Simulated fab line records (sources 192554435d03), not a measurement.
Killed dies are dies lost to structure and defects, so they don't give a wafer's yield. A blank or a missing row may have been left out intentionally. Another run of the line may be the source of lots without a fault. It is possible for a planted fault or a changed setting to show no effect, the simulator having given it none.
fab line records	flow n5_finfet
record lots=5	wafers=15	last_day=17
route steps=1938 shown HKMG_FIN@437 PASSIVATION@1936
lots untouched by any fault: they come from a run of this same line in which no faults occurred
start_h: hours from the record's first day to the start of the lot's first wafer shown	wait_h: hours from the lot's prior step to this one	" as in the row above	L1.1+2: one row covering several wafers at once	- either no value or no given start	* or withheld: withheld	< > ~ a bound
route shown NAME@n: a module of which the file shows steps, and the number in the route of the first	usual: mean/standard deviation taken from wafers without a fault	same: alike in all rows	chamber/n: place in a boat	sites: the reading at each site	_std_site: the values' standard deviation	_edge_site: mean of outer sites minus mean of inner sites	radius_mm: for every site, how far away it sits from the centre of the wafer	mask NAME#n: copy n	behind: the tool/chamber that last shaped the wafer	hold: cause of the lot's hold/its duration in hours/its outcome	device: the n, p or np transistor that did not switch	end of line: the same wafers' tests at the end of the route	a step without rows: its recipe alone	killed: count of dies lost to structure and defects at first sort (not the wafer's yield)	map: a wafer's dies, x killed, . not, _ none there
set.NAME: the run value of the setting; set.NAME@STEP: its run value at that earlier step	model.NAME: the simulator's own value behind a step, which no gauge read
lots at selected steps of the route; one table per step, one row per wafer
services: the hour from which a tool's chamber was out of use, counted from the record's first day as start_h (under 0 if before that day), plus the number of hours and why
## steps
# step N5_HKMG_FIN_STRIP_34
# recipe chemistry=CF4	resist=SiARC	power_w=300	bias_power_w=75	pressure_mtorr=50	cf4_flow_sccm=150	rf_frequency_hz=6e+07
# step N5_HKMG_FIN_ETCH_35
# recipe chemistry=N2/H2	target=SOC	target_depth_a=2158	ion_energy_ev=65	bias_w=5	source_w=3000	time_s=243.4	pressure_mtorr=30	n2_flow_sccm=200	h2_flow_sccm=200
# usual drypump_motor_current_A=5.7/0.3	oes_product_au=0.75/0.053	rf_vpp_V=141.6/1	showerhead_plenum_p_Torr=2.55/0.087	throttle_valve_pct=17.95/0.21
lot.wafer	tool	chamber	start_h	wait_h	drypump_motor_current_A	oes_product_au	rf_hours_counter_h	rf_vpp_V	showerhead_plenum_p_Torr	throttle_valve_pct
L214.4	rie_diel-02	1	140.96	0.0	5.9	0.73	200	144.7	2.63	18.15
L214.5	"	1	"	"	5.9	0.74	-	141.6	2.63	18.15
L214.6	"	0	"	"	5.6	0.68	-	142.4	2.51	17.69
L216.1	rie_diel-03	3	156.00	0.0	5.9	0.86	44	143.3	2.70	17.75
L216.2	"	0	"	"	5.6	0.78	140	140.2	2.46	18.09
L216.6	"	2	"	"	6.1	0.71	-	142.9	2.52	17.83
L220.1	rie_diel-06	0	176.33	0.0	5.8	0.75	176	141.0	2.65	18.03
L220.4	"	0	"	"	5.8	0.74	-	141.1	2.65	18.03
L220.5	"	3	"	"	5.2	0.74	-	140.8	2.43	17.62
L223.3	rie_diel-06	3	193.29	0.0	5.2	0.73	175	140.7	2.42	17.66
L223.5	"	1	"	"	5.4	0.72	-	143.5	2.52	18.23
L223.6	"	2	"	"	6.3	0.99	-	143.2	2.72	17.57
L224.2	rie_diel-02	2	200.40	0.0	5.4	0.72	233	140.8	2.51	17.86
L224.4	"	0	"	"	5.6	0.67	223	141.4	2.50	17.72
L224.5	"	1	"	"	5.9	0.72	-	140.6	2.62	18.19
# step N5_HKMG_FIN_STRIP_92
# recipe chemistry=N2/H2	material=SOC	time_s=20	power_w=500	temp_c=40	pressure_mtorr=50	rf_frequency_hz=6e+07	bias_power_w=8	h2_frac=0.5	n2_flow_sccm=300	h2_flow_sccm=300
# step N5_HKMG_FIN_WET_ETCH_18
# recipe chemistry=SC1	target=TiN	mix=1:1:5	temp_c=*	time_s=55	target_depth_nm=5.2	dry=ipa_marangoni	rinse_time_s=30	rinse_temp_c=23
# step N5_HKMG_FIN_STRIP_19
# recipe chemistry=N2/H2	power_w=2500	temp_c=300	h2_frac=0.65	time_s=360	pressure_mtorr=withheld	n2_flow_sccm=1750	h2_flow_sccm=3250
# usual drypump_motor_current_A=5.7/0.52	heater_power_w=492/14
lot.wafer	tool	chamber	start_h	wait_h	drypump_motor_current_A	heater_power_w	rf_hours_counter_h
L214.4	plasma_asher-01	1	141.38	0.1	6.0	504	-
L214.5	"	0	"	"	6.4	481	-
L214.6	"	1	"	"	6.0	487	-
L216.1	plasma_asher-02	0	156.31	0.0	5.2	500	49
L216.2	"	1	"	"	5.2	498	49
L216.6	"	0	"	"	5.3	477	-
L220.1	plasma_asher-01	1	176.63	0.0	6.0	491	110
L220.4	"	0	"	"	6.4	474	-
L220.5	"	0	"	"	6.4	477	-
L223.3	plasma_asher-02	0	193.71	0.1	5.2	510	-
L223.5	"	0	"	"	5.2	492	-
L223.6	"	1	"	"	5.2	502	-
L224.2	plasma_asher-01	0	200.70	0.0	6.4	474	114
L224.4	"	0	"	"	6.4	466	-
L224.5	"	1	"	"	6.0	498	-
# step N5_HKMG_FIN_ALD_91
# recipe material=TiN	target_thk_a=10	temp_c=400	ald_precursor_family=TiCl4	ald_co_reactant=NH3	pulse_time_s=1	purge_time_s=3	co_reactant_purge_time_s=2	co_reactant_pulse_time_s=2	ald_cycles=47	pressure_torr=3
# usual ald_cycles=47/0	heater_power_w=864/90	precursor_pulse_height_rel=1.002/0.02
lot.wafer	tool	chamber	start_h	wait_h	ald_cycles	heater_power_w	precursor_pulse_height_rel
L214.4	ald_metal-01	1	141.65	0.1	47	887	1.025
L214.5	"	1	"	"	47	904	1.006
L214.6	"	0	"	"	47	956	1.018
L216.1	ald_metal-01	2	156.69	0.3	47	903	0.997
L216.2	"	3	"	"	47	788	1.019
L216.6	"	1	"	"	47	867	1.001
L220.1	ald_metal-04	1	177.01	0.3	47	886	0.993
L220.4	"	3	"	"	47	814	1.005
L220.5	"	0	"	"	47	985	1.054
L223.3	ald_metal-03	0	193.97	0.1	47	873	0.997
L223.5	"	0	"	"	47	891	1.008
L223.6	"	3	"	"	47	958	1.010
L224.2	ald_metal-01	2	201.08	0.3	47	873	0.992
L224.4	"	1	"	"	47	891	1.012
L224.5	"	1	"	"	47	866	0.973
# step N5_HKMG_FIN_COAT_85
# recipe resist=SOC	temp_c=250	time_s=60	spin_rpm=1500	resist_thk_nm=300
# step N5_HKMG_FIN_ETCH_86
# recipe chemistry=N2/H2	target=SOC	target_depth_a=3932	stop_on=TiN	ion_energy_ev=100	bias_w=61	pressure_mtorr=30	source_w=850	n2_flow_sccm=200	h2_flow_sccm=200
# usual drypump_motor_current_A=5.64/0.26	oes_product_au=0.74/0.052	rf_vpp_V=240.8/1.2	showerhead_plenum_p_Torr=2.55/0.08	throttle_valve_pct=17.93/0.2
lot.wafer	tool	chamber	start_h	wait_h	drypump_motor_current_A	oes_product_au	rf_hours_counter_h	rf_vpp_V	showerhead_plenum_p_Torr	throttle_valve_pct
L214.4	rie_diel-02	2	141.98	-	5.38	0.71	210	240.2	2.52	17.78
L214.5	"	2	"	"	5.40	0.72	-	240.6	2.52	17.78
L214.6	"	1	"	"	5.86	0.73	-	242.5	2.63	18.13
L216.1	rie_diel-02	0	157.03	-	5.61	0.69	211	241.4	2.51	17.69
L216.2	"	2	"	"	5.38	0.71	215	240.7	2.52	17.79
L216.6	"	2	"	"	5.37	0.71	-	241.3	2.52	17.77
L220.1	rie_diel-02	0	177.35	-	5.64	0.69	216	240.5	2.51	17.67
L220.4	"	3	"	"	5.56	0.72	210	239.4	2.51	18.23
L220.5	"	2	"	"	5.39	0.70	-	239.0	2.52	17.81
L223.3	rie_diel-03	1	194.31	-	5.29	0.70	194	240.6	2.63	17.88
L223.5	"	0	"	"	5.55	0.76	-	239.7	2.45	18.10
L223.6	"	1	"	"	5.31	0.69	-	241.5	2.63	17.88
L224.2	rie_diel-03	2	201.44	-	6.16	0.70	229	239.9	2.51	17.82
L224.4	"	3	"	"	5.93	0.84	59	243.2	2.69	17.76
L224.5	"	2	"	"	6.12	0.70	-	240.5	2.51	17.84
# step N5_HKMG_FIN_STRIP_89
# recipe chemistry=N2/H2	material=SOC	time_s=20	power_w=500	temp_c=40	pressure_mtorr=50	rf_frequency_hz=6e+07	bias_power_w=8	h2_frac=0.5	n2_flow_sccm=300	h2_flow_sccm=300
# usual drypump_motor_current_A=5.64/0.26	oes_product_au=0.75/0.052	rf_vpp_V=54.2/0.87	showerhead_plenum_p_Torr=3.37/0.1	throttle_valve_pct=19.2/0.3
lot.wafer	tool	chamber	start_h	wait_h	drypump_motor_current_A	oes_product_au	rf_hours_counter_h	rf_vpp_V	showerhead_plenum_p_Torr	throttle_valve_pct
L214.4	rie_diel-02	2	142.04	0.0	5.44	0.73	210	55.2	3.34	18.9
L214.5	"	2	"	"	5.41	0.74	-	55.3	3.33	18.9
L214.6	"	1	"	"	5.87	0.73	-	54.3	3.47	19.6
L216.1	rie_diel-02	0	157.09	0.0	5.62	0.68	211	54.3	3.32	18.7
L216.2	"	2	"	"	5.41	0.73	216	53.8	3.33	18.9
L216.6	"	2	"	"	5.39	0.73	-	54.1	3.33	18.9
L220.1	rie_diel-02	0	177.41	0.0	5.64	0.68	216	53.3	3.31	18.7
L220.4	"	3	"	"	5.58	0.73	210	52.4	3.32	19.5
L220.5	"	2	"	"	5.38	0.73	-	54.1	3.33	18.9
L223.3	rie_diel-03	1	194.37	0.0	5.31	0.72	194	53.6	3.47	19.1
L223.5	"	0	"	"	5.58	0.78	-	55.6	3.25	19.7
L223.6	"	1	"	"	5.30	0.72	-	54.7	3.47	19.2
L224.2	rie_diel-03	2	201.50	0.0	6.15	0.70	230	54.9	3.32	19.5
L224.4	"	3	"	"	5.94	0.84	59	54.7	3.55	19.2
L224.5	"	2	"	"	6.11	0.70	-	54.2	3.32	19.5
# step N5_HKMG_FIN_WET_ETCH_87
# recipe chemistry=SC1	target=TiN	mix=1:2:40	temp_c=50	time_s=154.2	target_depth_nm=4.7	dry=ipa_marangoni	rinse_time_s=30	rinse_temp_c=23
# step N5_HKMG_FIN_STRIP_88
# recipe chemistry=N2/H2	power_w=2500	temp_c=300	h2_frac=0.65	time_s=360	pressure_mtorr=withheld	n2_flow_sccm=1750	h2_flow_sccm=3250
# step N5_HKMG_FIN_NWFM_ALD_20
# recipe material=TiAlC	target_thk_a=20	temp_c=300	ald_precursor_family=TiCl4	ald_co_reactant=TEA	pulse_time_s=3	purge_time_s=2	co_reactant_purge_time_s=2	co_reactant_pulse_time_s=10	ald_cycles=7	pressure_torr=3
# step N5_HKMG_FIN_ALD_71
# recipe material=TiN	target_thk_a=10	temp_c=400	ald_precursor_family=TiCl4	ald_co_reactant=NH3	pulse_time_s=1	purge_time_s=3	co_reactant_purge_time_s=2	co_reactant_pulse_time_s=2	ald_cycles=47	pressure_torr=3
# usual ald_cycles=47/0	heater_power_w=868/83	precursor_pulse_height_rel=1.002/0.022
lot.wafer	tool	chamber	start_h	wait_h	ald_cycles	heater_power_w	precursor_pulse_height_rel	model.TiN_of_HKMG_FIN_ALD_71.thk_nm
L214.4	ald_metal-04	2	142.72	0.0	47	831	0.985	1
L214.5	"	2	"	"	47	813	0.975	1
L214.6	"	1	"	"	62	924	1.004	1.4
L216.1	ald_metal-01	3	157.76	0.0	47	808	0.991	1
L216.2	"	2	"	"	47	900	1.012	1
L216.6	"	1	"	"	47	899	1.032	1
L220.1	ald_metal-01	1	178.08	0.0	47	875	0.991	1
L220.4	"	3	"	"	47	808	1.001	1
L220.5	"	1	"	"	47	893	0.991	1
L223.3	ald_metal-04	3	195.06	0.0	47	825	1.015	1
L223.5	"	2	"	"	47	823	0.980	1
L223.6	"	3	"	"	47	793	1.018	1
L224.2	ald_metal-03	2	202.17	0.0	47	662	0.990	1
L224.4	"	3	"	"	47	922	0.999	1
L224.5	"	1	"	"	47	853	0.991	1
# step N5_HKMG_FIN_COAT_66
# recipe resist=SOC	temp_c=250	time_s=60	spin_rpm=1500	resist_thk_nm=300
# step N5_PASSIVATION_PROBE_49
# usual killed_at_M0_to_M3=34/12	killed_at_M4_up=12/4.9	killed_at_contacts=13/7.2	killed_at_front_end=39/12	killed_at_other=3.7/2.9	killed_dies=101/18	killed_open=67/14	killed_short=33/7.2
# same gross_dies=1180	killed_at_back_side=0
lot.wafer	tool	chamber	start_h	wait_h	killed_at_M0_to_M3	killed_at_M4_up	killed_at_contacts	killed_at_front_end	killed_at_other	killed_dies	killed_open	killed_short
L214.6	prober-02	-	356.86	0.3	33	14	16	24	2	89	62	26
L220.1	prober-01	-	363.44	0.0	47	11	4	37	1	100	70	28
L220.4	prober-01	-	363.59	0.2	53	11	10	33	5	112	66	43
L220.5	prober-01	-	363.64	0.2	37	8	0	28	5	78	54	21
L216.1	prober-01	-	364.29	0.0	20	11	12	22	3	68	52	16
L216.2	prober-01	-	364.34	0.1	18	11	20	46	1	96	58	35
L216.6	prober-01	-	364.54	0.3	23	8	8	39	2	80	50	27
L223.3	prober-01	-	393.26	0.1	25	12	11	25	1	74	44	26
L223.5	prober-01	-	393.36	0.2	31	15	6	51	5	108	72	36
L223.6	prober-01	-	393.41	0.3	29	8	7	29	5	78	49	27
L224.2	prober-01	-	398.19	0.2	32	16	14	52	0	114	79	32
L224.4	prober-01	-	398.29	0.3	32	10	12	42	0	96	68	27
L224.5	prober-01	-	398.34	0.3	35	13	19	58	2	127	86	39
# killed by level:class
L214.6 MOL_CONTACT_COAG:geometric_particle:open=14 BEOL_M1:geometric_particle:open=6 BEOL_M0_SAQP:geometric_particle:short=5 BEOL_M3:geometric_particle:open=5 FIN_SAQP:geometric_particle:open=4 STI_FIN_REVEAL:geometric_particle:open=4 DUMMY_GATE:geometric_particle:open=4 BEOL_M0_SAQP:geometric_particle:open=4
L220.1 BEOL_M1:geometric_particle:open=15 STI_FIN_REVEAL:geometric_particle:open=12 FIN_SAQP:geometric_particle:open=10 BEOL_M0_SAQP:geometric_particle:open=8 BEOL_M0_SAQP:geometric_particle:short=6 BEOL_M2:geometric_particle:short=6 BEOL_M3:geometric_particle:open=5 BEOL_M5:geometric_particle:open=4
L220.4 BEOL_M0_SAQP:geometric_particle:short=12 BEOL_M2:geometric_particle:open=10 STI_FIN_REVEAL:geometric_particle:open=9 BEOL_M0_SAQP:geometric_particle:open=8 BEOL_M1:geometric_particle:short=8 BEOL_M1:geometric_particle:open=8 MOL_CONTACT_COAG:geometric_particle:open=7 FIN_SAQP:geometric_particle:short=6
L220.5 STI_FIN_REVEAL:geometric_particle:open=10 BEOL_M0_SAQP:geometric_particle:open=10 BEOL_M3:geometric_particle:open=6 BEOL_M0_SAQP:geometric_particle:short=4 BEOL_M0:geometric_particle:open=4 BEOL_M1:geometric_particle:open=4 BEOL_M2:geometric_particle:open=4 STARTING-WAFER:geometric_particle:short=4
L216.1 MOL_CONTACT_COAG:geometric_particle:open=9 GATE_CUT:geometric_particle:open=6 BEOL_M2:geometric_particle:open=6 DUMMY_GATE:geometric_particle:open=4 BEOL_M2:geometric_particle:short=4 BEOL_M3:geometric_particle:open=4 BEOL_M5:geometric_particle:open=4 STARTING-WAFER:geometric_particle:open=4
L216.2 FIN_SAQP:geometric_particle:open=14 MOL_CONTACT_COAG:geometric_particle:open=14 GATE_CUT:geometric_particle:short=7 MOL_CONTACT_COAG:geometric_particle:short=6 BEOL_M3:geometric_particle:open=5 BEOL_M4:geometric_particle:open=5 BEOL_M4:geometric_particle:short=4 STI_FIN_REVEAL:geometric_particle:open=3
L216.6 STI_FIN_REVEAL:geometric_particle:open=12 MOL_CONTACT_COAG:geometric_particle:open=7 BEOL_M2:geometric_particle:open=7 FIN_SAQP:geometric_particle:short=6 DUMMY_GATE:geometric_particle:open=6 BEOL_M3:geometric_particle:open=5 BEOL_M4:geometric_particle:open=4 BEOL_M0_SAQP:geometric_particle:short=3
L223.3 MOL_CONTACT_COAG:geometric_particle:open=9 BEOL_M1:geometric_particle:open=6 BEOL_M0_SAQP:geometric_particle:open=5 BEOL_M4:geometric_particle:open=5 STI_FIN_REVEAL:geometric_particle:open=4 ILD0:geometric_particle:short=4 GATE_CUT:geometric_particle:short=4 BEOL_M0_SAQP:geometric_particle:short=4
L223.5 BEOL_M3:geometric_particle:open=11 BEOL_M4:geometric_particle:open=10 FIN_SAQP:geometric_particle:short=9 STI_FIN_REVEAL:geometric_particle:open=8 FIN_SAQP:geometric_particle:open=6 STARTING-WAFER:geometric_particle:open=5 ILD0:geometric_particle:short=4 MOL_CONTACT_COAG:geometric_particle:open=4
L223.6 BEOL_M1:geometric_particle:open=9 MOL_CONTACT_COAG:geometric_particle:open=7 BEOL_M2:geometric_particle:open=6 FIN_SAQP:geometric_particle:open=5 STI_FIN_REVEAL:geometric_particle:open=5 BEOL_M1:geometric_particle:short=5 FIN_SAQP:geometric_particle:short=3 ILD0:geometric_particle:short=3
L224.2 FIN_SAQP:geometric_particle:open=16 FIN_SAQP:geometric_particle:short=14 MOL_CONTACT_COAG:geometric_particle:open=13 BEOL_M1:geometric_particle:open=9 BEOL_M4:geometric_particle:open=7 DUMMY_GATE:geometric_particle:open=6 BEOL_M0_SAQP:geometric_particle:open=6 STI_FIN_REVEAL:geometric_particle:open=5
L224.4 FIN_SAQP:geometric_particle:open=17 FIN_SAQP:geometric_particle:short=11 BEOL_M1:geometric_particle:open=10 MOL_CONTACT_COAG:geometric_particle:open=9 BEOL_M0_SAQP:geometric_particle:open=6 ILD0:geometric_particle:open=4 BEOL_M0_SAQP:geometric_particle:short=4 BEOL_M2:geometric_particle:open=4
L224.5 FIN_SAQP:geometric_particle:open=14 MOL_CONTACT_COAG:geometric_particle:open=14 FIN_SAQP:geometric_particle:short=12 BEOL_M0_SAQP:geometric_particle:open=9 BEOL_M2:geometric_particle:open=7 BEOL_M1:geometric_particle:open=6 STI_FIN_REVEAL:geometric_particle:open=5 MOL_CONTACT_COAG:geometric_particle:short=5
## services
tool	chamber	start_h	hours	kind
rie_diel-06	3	119.33	22.6	repair
ald_metal-01	-	129.77	2.8	pm
rie_diel-02	1	146.47	3.9	repair
ald_metal-04	1	148.48	2.5	repair
plasma_asher-02	-	148.95	4.9	repair
ald_metal-01	0	152.00	28.8	repair
rie_diel-06	2	165.55	-	clean
rie_diel-06	2	165.55	-	consumable_replace:focus_ring
rie_diel-06	2	165.55	-	consumable_replace:showerhead
rie_diel-06	2	165.55	25.6	scheduled_down
rie_diel-06	2	165.55	25.6	vent_cycle
rie_diel-02	3	185.18	6.4	repair
plasma_asher-01	-	189.66	1.4	repair
ald_metal-01	-	190.92	8.7	pm
## key
first_sign step=N5_HKMG_FIN_ALD_71	reading=ald_cycles	direction=up	sigmas=99+	usual=*	struck=*
effect none on later readings
model_effect step=N5_HKMG_FIN_ALD_71	value=TiN_of_HKMG_FIN_ALD_71.thk_nm	without=1	struck=1.4
met_at N5_HKMG_FIN_ALD_71
struck_wafers L214.6
tester_left_out L214
fault kind=process_parameter_drift	tool=ald_metal-04	chamber=-	onset_h=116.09	steps=N5_HKMG_FIN_ALD_71	channel=ald_cycles	offset=*	shape=step	end_h=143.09	scope=struck_wafers_only	acts_in=*	stated=*
# tester_left_out: of these lots the tester's yield and bins aren't shown, on N5 and GAA mostly nor the transistor test; their killed dies are dies lost to structure and defects alone, not to doping, threshold or leakage, so they don't give the yield
